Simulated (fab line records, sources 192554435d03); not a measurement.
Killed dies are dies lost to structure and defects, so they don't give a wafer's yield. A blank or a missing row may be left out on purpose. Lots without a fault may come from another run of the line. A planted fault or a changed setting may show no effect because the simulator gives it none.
Chamber matching | flow n5_finfet | N5_DUMMY_GATE_HM_OPEN_21 on rie_diel-06: 4 sister chambers
The step chemistry CH3F/O2, target SiNx, target depth 120 nm, time 171.4 s. 4 wafers are shown with their chamber, then 12 later ones without.

WAFERS WITH THEIR CHAMBER
wafer  | chamber | drypump_motor_current_A (A)
L085.6 | 0       | 5.76
L090.2 | 3       | 5.79
L090.5 | 2       | 6.03
L090.6 | 1       | 6.51

WAFERS WITHOUT THEIR CHAMBER
wafer  | drypump_motor_current_A (A)
L091.4 | 5.79
L091.5 | 6.06
L091.6 | 6.50
L093.3 | 5.80
L093.5 | 6.06
L093.6 | 6.46
L095.3 | 6.04
L095.4 | 5.79
L095.5 | 6.02
L096.3 | 6.03
L096.5 | 6.07
L096.6 | 6.48

WHICH CHAMBER EACH WENT THROUGH
wafer  | from the rows above     | in truth
L091.4 | can't be placed: 3 or 0 | 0
L091.5 | 2                       | 2
L091.6 | 1                       | 1
L093.3 | can't be placed: 3 or 0 | 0
L093.5 | 2                       | 2
L093.6 | 1                       | 1
L095.3 | 2                       | 2
L095.4 | can't be placed: 3 or 0 | 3
L095.5 | 2                       | 2
L096.3 | 2                       | 2
L096.5 | 2                       | 2
L096.6 | 1                       | 1
Placed correctly: 9 of 12. Can't be placed from these rows: 3 (the true chamber is among the candidates in 3). Placed wrongly: 0.
How it was worked out, from the rows above alone: a wafer's distance from a chamber is the root of the sum, over the readings, of the square of ((its reading less the chamber's mean) divided by the reading's scatter). The wafer belongs to the nearest chamber; if the next one is less than 2 further off, it can't be placed. A chamber's mean is the mean of its shown wafers. The scatter: with one shown wafer a chamber, the root of the mean of the squares of how far each hidden wafer lies from its nearest shown one.
